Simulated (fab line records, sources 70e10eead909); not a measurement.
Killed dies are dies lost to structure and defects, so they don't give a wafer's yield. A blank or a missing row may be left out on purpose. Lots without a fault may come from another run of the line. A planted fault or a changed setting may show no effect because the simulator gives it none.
Which tool did it? | flow nand_harc | 12 lots, 36 wafers sampled, at 5 steps of a route of 1302

WHAT THE GAUGES READ, wafer by wafer
NHARC_P_M0_THK_MEAS_24: measures by xrf. Usual: thk_nm 118.0 nm, standard deviation 1.8.
lot  | measured     | on            | thk_nm (nm)       | flag
L719 | day 7 03:56  | film_metro-01 | 120.0 119.3 117.7 |
L720 | day 7 05:31  | film_metro-02 | 116.8 117.9 118.4 |
L723 | day 8 14:48  | film_metro-01 | 117.5 118.6 120.1 |
L726 | day 10 01:53 | film_metro-02 | 119.0 115.1 115.2 |
L732 | day 12 04:37 | film_metro-02 | 122.4 120.5 117.8 |
L733 | day 12 21:21 | film_metro-01 | 118.1 118.3 116.8 |
L735 | day 13 16:54 | film_metro-01 | 120.7 118.9 117.9 |
L736 | day 14 00:01 | film_metro-01 | 117.0 115.3 120.9 |
L737 | day 14 11:07 | film_metro-01 | 116.5 117.0 120.6 |
L738 | day 14 17:52 | film_metro-02 | 114.8 116.9 119.5 |
L739 | day 15 07:25 | film_metro-01 | 119.4 117.4 118.8 |
L740 | day 15 13:44 | film_metro-02 | 117.0 115.7 117.7 |

NHARC_END_SORT_01. Usual: defect_limited_yield 91.3 %, standard deviation 3; killed_at_array 54, standard deviation 20; killed_at_other 0.7, standard deviation 0.94; killed_at_periphery 3.8, standard deviation 2.7; killed_dies 59, standard deviation 20; killed_open 3.5, standard deviation 1.9; killed_short 2.5, standard deviation 1.6.
lot  | measured     | on        | defect_limited_yield (%) | killed_at_array | killed_at_other | killed_at_periphery | killed_dies | killed_open | killed_short | flag
L719 | day 25 07:05 | prober-02 | 91.3 90.8 95.1           | 56 59 29        | 1 1 1           | 2 2 3               | 59 62 33    | 3 5 5       | 2 2 1        |
L720 | day 25 16:31 | prober-02 | 96.3 96.3 95.3           | 23 21 29        | 1 0 0           | 1 4 3               | 25 25 32    | 3 4 5       | 3 0 4        |
L723 | day 26 16:24 | prober-01 | 91.3 90.5 91.1           | 53 62 57        | 3 1 1           | 3 1 2               | 59 64 60    | 4 4 2       | 3 3 4        |
L726 | day 29 09:44 | prober-01 | 91.7 91.4 92.8           | 50 49 45        | 0 0 0           | 6 9 4               | 56 58 49    | 1 5 3       | 1 1 2        |
L732 | day 30 10:19 | prober-02 | 92.8 92.0 91.6           | 45 53 57        | 1 1 0           | 3 0 0               | 49 54 57    | 3 2 4       | 2 5 3        |
L733 | day 31 11:29 | prober-01 | 92.0 93.4 93.6           | 46 40 37        | 0 0 1           | 8 5 5               | 54 45 43    | 4 4 1       | 5 0 2        |
L735 | day 31 18:07 | prober-02 | 93.5 92.6 93.6           | 42 48 42        | 0 0 1           | 2 2 0               | 44 50 43    | 1 6 1       | 3 1 6        |
L736 | day 32 23:14 | prober-02 | 89.7 86.0 89.7           | 67 94 69        | 1 0 1           | 2 1 0               | 70 95 70    | 2 3 2       | 3 3 1        |
L737 | day 32 18:08 | prober-01 | 94.2 93.1 93.9           | 36 42 37        | 0 0 0           | 3 5 4               | 39 47 41    | 5 6 4       | 3 3 4        |
L738 | day 33 04:47 | prober-01 | 93.5 93.5 94.7           | 40 40 33        | 0 3 1           | 4 1 2               | 44 44 36    | 3 7 4       | 0 0 0        |
L739 | day 33 07:49 | prober-02 | 85.2 87.0 90.5           | 96 83 58        | 1 0 0           | 3 5 6               | 100 88 64   | 3 1 4       | 3 5 2        |
L740 | day 34 03:38 | prober-01 | 88.2 86.7 90.1           | 68 82 60        | 3 0 3           | 9 8 4               | 80 90 67    | 5 4 4       | 4 3 3        |

WHICH TOOL RAN EACH LOT (tool, then ch and the chambers of the sampled wafers, then the start)
lot  | NHARC_P_M1_ETCH_15                 | NHARC_P_M1_STRIP_18                | NHARC_P_M1_DEGAS_29
L719 | rie_diel-10 ch 0,2,3, day 7 05:58  | rie_diel-13 ch 0,2,3, day 7 06:13  | pvd_sputter-03, day 7 06:50
L720 | rie_diel-13 ch 0,2,3, day 7 07:18  | rie_diel-10 ch 1,2,3, day 7 07:34  | pvd_sputter-03, day 7 08:10
L723 | rie_diel-10 ch 0,2, day 8 16:55    | rie_diel-10 ch 1,3, day 8 17:07    | pvd_sputter-03, day 8 17:48
L726 | rie_diel-13 ch 0,1,2, day 10 03:50 | rie_diel-13 ch 0,2,3, day 10 04:02 | pvd_sputter-03, day 10 04:41
L732 | rie_diel-13 ch 0,1,3, day 12 06:26 | rie_diel-10 ch 2,3, day 12 06:38   | pvd_sputter-01, day 12 07:17
L733 | rie_diel-13 ch 1,2,3, day 12 23:08 | rie_diel-10 ch 0,2,3, day 12 23:20 | pvd_sputter-03, day 12 23:59
L735 | rie_diel-10 ch 0,1,2, day 13 18:50 | rie_diel-13 ch 1,2,3, day 13 19:03 | pvd_sputter-02, day 13 19:40
L736 | rie_diel-10 ch 0,1,2, day 14 01:47 | rie_diel-13 ch 0,1,3, day 14 02:00 | pvd_sputter-01, day 14 02:43
L737 | rie_diel-10 ch 2,3, day 14 12:55   | rie_diel-13 ch 0,2,3, day 14 13:08 | pvd_sputter-01, day 14 13:46
L738 | rie_diel-10 ch 2,3, day 14 19:41   | rie_diel-13 ch 2,3, day 14 19:55   | pvd_sputter-01, day 14 20:32
L739 | rie_diel-10 ch 0,2,3, day 15 09:19 | rie_diel-10 ch 0,2,3, day 15 09:32 | pvd_sputter-02, day 15 10:10
L740 | rie_diel-13 ch 1,3, day 15 15:31   | rie_diel-10 ch 1,3, day 15 15:45   | pvd_sputter-01, day 15 16:22
- NHARC_P_M1_ETCH_15: etches the open film in C4F8/Ar, target depth 182.5 nm, time 91.2 s.
- NHARC_P_M1_STRIP_18: strips in N2/H2.
- NHARC_P_M1_DEGAS_29: time 60 s.

WHAT THE TOOLS THEMSELVES READ (means of the sampled wafers that have a number; where no wafer has one, the mark that the record gives instead)
NHARC_P_M1_ETCH_15. Usual: oes_product_au 0.953 a.u., standard deviation 0.023; rf_fwd_power_W 595.4 W, standard deviation 2.1; rf_vpp_V 440.3 V, standard deviation 1.9; run_length_s 112.4 s, standard deviation 0.51.
lot  | tool        | oes_product_au (a.u.) | rf_fwd_power_W (W) | rf_vpp_V (V) | run_length_s (s) | flag
L719 | rie_diel-10 | 0.921                 | 595.5              | 439.6        | 112.8            |
L720 | rie_diel-13 | 0.950                 | 598.3              | 441.7        | 112.2            |
L723 | rie_diel-10 | 0.973                 | 592.6              | 438.8        | 107.7            | OFF
L726 | rie_diel-13 | 0.961                 | 596.2              | 439.0        | 112.2            |
L732 | rie_diel-13 | 0.940                 | 596.3              | 441.3        | 112.5            |
L733 | rie_diel-13 | 0.961                 | 598.1              | 440.8        | 112.2            |
L735 | rie_diel-10 | 0.939                 | 593.8              | 438.9        | 112.4            |
L736 | rie_diel-10 | 0.958                 | 594.9              | 438.6        | 112.3            |
L737 | rie_diel-10 | 0.967                 | 593.1              | 441.1        | 113.0            |
L738 | rie_diel-10 | 0.947                 | 593.5              | 441.7        | 112.8            |
L739 | rie_diel-10 | 0.958                 | 596.1              | 439.9        | 112.7            |
L740 | rie_diel-13 | 0.955                 | 597.5              | 441.6        | 112.5            |

NHARC_P_M1_STRIP_18. Usual: drypump_motor_current_A 5.5 A, standard deviation 0.52; oes_product_au 0.995 a.u., standard deviation 0.016; rf_fwd_power_W 997 W, standard deviation 3.2; rf_vpp_V 90.6 V, standard deviation 0.94; showerhead_plenum_p_Torr 2.02 Torr, standard deviation 0.064; throttle_valve_pct 14.171 %, standard deviation 0.0091.
lot  | tool        | drypump_motor_current_A (A) | oes_product_au (a.u.) | rf_fwd_power_W (W) | rf_vpp_V (V) | showerhead_plenum_p_Torr (Torr) | throttle_valve_pct (%) | flag
L719 | rie_diel-13 | 5.7                         | 0.982                 | 997                | 90.6         | 2.05                            | 14.168                 |
L720 | rie_diel-10 | 5.2                         | 1.009                 | 994                | 91.2         | 2.02                            | 14.174                 |
L723 | rie_diel-10 | 5.3                         | 1.013                 | 994                | 90.3         | 2.01                            | 14.172                 |
L726 | rie_diel-13 | 5.7                         | 0.991                 | 998                | 91.3         | 2.04                            | 14.159                 |
L732 | rie_diel-10 | 5.3                         | 0.990                 | 998                | 90.4         | 2.06                            | 14.164                 |
L733 | rie_diel-10 | 5.1                         | 0.998                 | 995                | 90.9         | 2.00                            | 14.175                 |
L735 | rie_diel-13 | 6.0                         | 1.000                 | 997                | 90.6         | 2.04                            | 14.175                 |
L736 | rie_diel-13 | 5.8                         | 0.991                 | 1003               | 90.8         | 2.04                            | 14.176                 |
L737 | rie_diel-13 | 5.7                         | 0.984                 | 998                | 91.1         | 2.04                            | 14.173                 |
L738 | rie_diel-13 | 5.7                         | 0.996                 | 998                | 91.3         | 2.08                            | 14.174                 |
L739 | rie_diel-10 | 5.1                         | 0.989                 | 997                | 89.8         | 2.00                            | 14.173                 |
L740 | rie_diel-10 | 5.4                         | 0.967                 | 998                | 90.4         | 2.05                            | 14.173                 |

NHARC_P_M1_DEGAS_29. Usual: heater_power_w 334 W, standard deviation 36; susceptor_temp_C 250.01 C, standard deviation 0.18.
lot  | tool           | heater_power_w (W) | susceptor_temp_C (C) | flag
L719 | pvd_sputter-03 | 304                | 249.96               |
L720 | pvd_sputter-03 | 353                | 250.07               |
L723 | pvd_sputter-03 | 298                | 250.27               |
L726 | pvd_sputter-03 | 324                | 250.08               |
L732 | pvd_sputter-01 | 336                | 250.03               |
L733 | pvd_sputter-03 | 304                | 249.78               |
L735 | pvd_sputter-02 | 346                | 250.22               |
L736 | pvd_sputter-01 | 332                | 250.09               |
L737 | pvd_sputter-01 | 352                | 249.91               |
L738 | pvd_sputter-01 | 333                | -                    | OFF
L739 | pvd_sputter-02 | 346                | -                    | OFF
L740 | pvd_sputter-01 | 339                | 250.09               |

THE ANSWER, worked out from the rows above alone
Rule: a lot is off if the mean of its wafers that have a number lies more than 3 standard deviations from the usual mean. A lot without any number at a reading at which 4 lots or more have one is off too. The other lots that the step has rows for count as sound. The gauges are gone through in route order, then the tools' own readings, and for those a lot's mean is taken as printed above. The first step at which some lot is off is used, and at that step the reading that is off furthest; a lot without a number counts as furthest.
Off: L723, at NHARC_P_M1_ETCH_15 (run_length_s).
A tool fits if, at that step or a process step before it, it ran every lot that is off, and no sound lot after the first of them. None of those tried fits.

WHAT THE SIMULATOR HAD PUT IN
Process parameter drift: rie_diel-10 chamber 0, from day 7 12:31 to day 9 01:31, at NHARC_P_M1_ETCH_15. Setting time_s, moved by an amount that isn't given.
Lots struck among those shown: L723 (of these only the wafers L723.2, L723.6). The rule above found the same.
